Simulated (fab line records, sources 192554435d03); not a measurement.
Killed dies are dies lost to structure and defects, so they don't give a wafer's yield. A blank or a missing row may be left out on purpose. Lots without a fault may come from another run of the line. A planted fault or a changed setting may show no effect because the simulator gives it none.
Tool commonality check | flow n5_finfet | 9 lots, 27 wafers sampled

WHY IT WAS OPENED
At N5_PMOS_HMC_CHANNEL_EPI_THK_MEAS_22 the reading HMC_CMP_THK is flagged on 2 of 9 lots. Wafers without a fault read 54.1 nm, standard deviation 0.5.
Rule: a lot is flagged when every wafer of it that has a number lies more than 4 standard deviations from that mean, or none has a number. The other lots count as sound.

lot  | measured    | on            | HMC_CMP_THK (nm), wafer by wafer | flag
L951 | day 2 02:41 | film_metro-01 | 54.7 54.0 53.5                   |
L954 | day 2 19:40 | film_metro-01 | 53.8 53.5 54.2                   |
L958 | day 3 20:22 | film_metro-01 | 53.7 53.7 53.6                   |
L959 | day 4 03:58 | film_metro-02 | 54.9 54.8 53.8                   |
L960 | day 4 07:51 | film_metro-01 | 54.6 54.4 54.3                   |
L966 | day 5 19:24 | film_metro-02 | 46.8 46.7 46.9                   | FLAGGED
L969 | day 6 14:37 | film_metro-01 | 47.1 47.2 47.0                   | FLAGGED
L971 | day 7 01:31 | film_metro-01 | 54.5 54.3 54.9                   |
L973 | day 7 14:00 | film_metro-02 | 54.5 54.2 55.4                   |
The numbers of the flagged lots are 47.0 nm on average: -7.1 nm against the usual, or -14 standard deviations.

WHICH TOOL RAN EACH LOT
The record holds 4 process steps before the reading, out of a route of 1938 steps. In each cell: the tool, then ch and the chambers that the sampled wafers went through, then the start.
lot  | flag    | N5_PMOS_HMC_CHANNEL_EPI_HM_DEP_34 | N5_PMOS_HMC_CHANNEL_EPI_DESCUM_14 | N5_PMOS_HMC_CHANNEL_EPI_ETCH_32   | N5_PMOS_HMC_CHANNEL_EPI_EPI_20
L951 |         | pecvd-03 ch 0,1,2, day 1 23:25    | rie_diel-04 ch 0,1,2, day 1 23:54 | rie_diel-04 ch 0,1,2, day 1 23:56 | epi_rpcvd-04 ch 0, day 2 00:32
L954 |         | pecvd-01 ch 0,1,2, day 2 16:41    | rie_diel-06 ch 0,1, day 2 17:10   | rie_diel-06 ch 0,1, day 2 17:12   | epi_rpcvd-03 ch 0, day 2 18:38
L958 |         | pecvd-03 ch 0,1, day 3 17:41      | rie_diel-03 ch 0,2, day 3 18:04   | rie_diel-03 ch 0,2, day 3 18:05   | epi_rpcvd-03 ch 0, day 3 18:41
L959 |         | pecvd-02 ch 1,2, day 4 01:08      | rie_diel-06 ch 0,1,3, day 4 01:42 | rie_diel-06 ch 0,1,3, day 4 01:44 | epi_rpcvd-04 ch 0, day 4 02:32
L960 |         | pecvd-02 ch 1,2, day 4 04:42      | rie_diel-04 ch 0,3, day 4 05:12   | rie_diel-04 ch 0,3, day 4 05:14   | epi_rpcvd-01 ch 0, day 4 05:49
L966 | FLAGGED | pecvd-03 ch 0,2, day 5 16:46      | rie_diel-03 ch 0,1,3, day 5 17:08 | rie_diel-03 ch 0,1,3, day 5 17:10 | epi_rpcvd-03 ch 0, day 5 17:45
L969 | FLAGGED | pecvd-01 ch 0,1,2, day 6 11:49    | rie_diel-06 ch 2,3, day 6 12:22   | rie_diel-06 ch 2,3, day 6 12:24   | epi_rpcvd-03 ch 0, day 6 13:00
L971 |         | pecvd-03 ch 0,1, day 6 22:29      | rie_diel-03 ch 0,2,3, day 6 22:52 | rie_diel-03 ch 0,2,3, day 6 22:54 | epi_rpcvd-04 ch 0, day 6 23:45
L973 |         | pecvd-01 ch 0,1, day 7 10:49      | rie_diel-06 ch 1,2, day 7 11:20   | rie_diel-06 ch 1,2, day 7 11:22   | epi_rpcvd-04 ch 0, day 7 11:58
What these steps do:
- N5_PMOS_HMC_CHANNEL_EPI_HM_DEP_34: deposits SiO2 from TEOS/O2, target thk 36 nm, time 6.9 s.
- N5_PMOS_HMC_CHANNEL_EPI_DESCUM_14: chemistry O2, time 7.9 s.
- N5_PMOS_HMC_CHANNEL_EPI_ETCH_32: etches BARC in N2/H2, stops on SiO2, target depth 85.8 nm, time 50.3 s.
- N5_PMOS_HMC_CHANNEL_EPI_EPI_20: deposits SiGe30, target thk 59 nm.
- N5_PMOS_HMC_CHANNEL_EPI_THK_MEAS_22

FLAGGED OVER TOTAL, TOOL BY TOOL (the gauges that took the reading come last)
step                                | tool          | lots run | flagged | share of the flagged lots | sound lots run after its first flagged lot
N5_PMOS_HMC_CHANNEL_EPI_HM_DEP_34   | pecvd-01      | 3        | 1       | some                      | 1 (L973)
N5_PMOS_HMC_CHANNEL_EPI_HM_DEP_34   | pecvd-02      | 2        | 0       | none                      | -
N5_PMOS_HMC_CHANNEL_EPI_HM_DEP_34   | pecvd-03      | 4        | 1       | some                      | 1 (L971)
N5_PMOS_HMC_CHANNEL_EPI_DESCUM_14   | rie_diel-03   | 3        | 1       | some                      | 1 (L971)
N5_PMOS_HMC_CHANNEL_EPI_DESCUM_14   | rie_diel-04   | 2        | 0       | none                      | -
N5_PMOS_HMC_CHANNEL_EPI_DESCUM_14   | rie_diel-06   | 4        | 1       | some                      | 1 (L973)
N5_PMOS_HMC_CHANNEL_EPI_ETCH_32     | rie_diel-03   | 3        | 1       | some                      | 1 (L971)
N5_PMOS_HMC_CHANNEL_EPI_ETCH_32     | rie_diel-04   | 2        | 0       | none                      | -
N5_PMOS_HMC_CHANNEL_EPI_ETCH_32     | rie_diel-06   | 4        | 1       | some                      | 1 (L973)
N5_PMOS_HMC_CHANNEL_EPI_EPI_20      | epi_rpcvd-01  | 1        | 0       | none                      | -
N5_PMOS_HMC_CHANNEL_EPI_EPI_20      | epi_rpcvd-03  | 4        | 2       | all                       | 0
N5_PMOS_HMC_CHANNEL_EPI_EPI_20      | epi_rpcvd-04  | 4        | 0       | none                      | -
N5_PMOS_HMC_CHANNEL_EPI_THK_MEAS_22 | film_metro-01 | 6        | 1       | some                      | 1 (L971)
N5_PMOS_HMC_CHANNEL_EPI_THK_MEAS_22 | film_metro-02 | 3        | 1       | some                      | 1 (L973)

WHAT THE TABLE ALLOWS
1 row of the table ran every flagged lot: epi_rpcvd-03 at N5_PMOS_HMC_CHANNEL_EPI_EPI_20.
- epi_rpcvd-03 at N5_PMOS_HMC_CHANNEL_EPI_EPI_20: 2 of its 4 lots flagged. Its last sound lot is L958 (day 3 18:41), its first flagged lot L966 (day 5 17:45): a fault that began between those two fits.
One tool is left: epi_rpcvd-03 at N5_PMOS_HMC_CHANNEL_EPI_EPI_20.

WHAT THE SIMULATOR HAD PUT IN
Site profile drift: epi_rpcvd-03, from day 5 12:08 on, at N5_PMOS_HMC_CHANNEL_EPI_EPI_20. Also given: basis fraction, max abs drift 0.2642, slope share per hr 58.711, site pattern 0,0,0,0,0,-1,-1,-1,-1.
Lots struck among those shown: L966, L969. The rule above found the same.
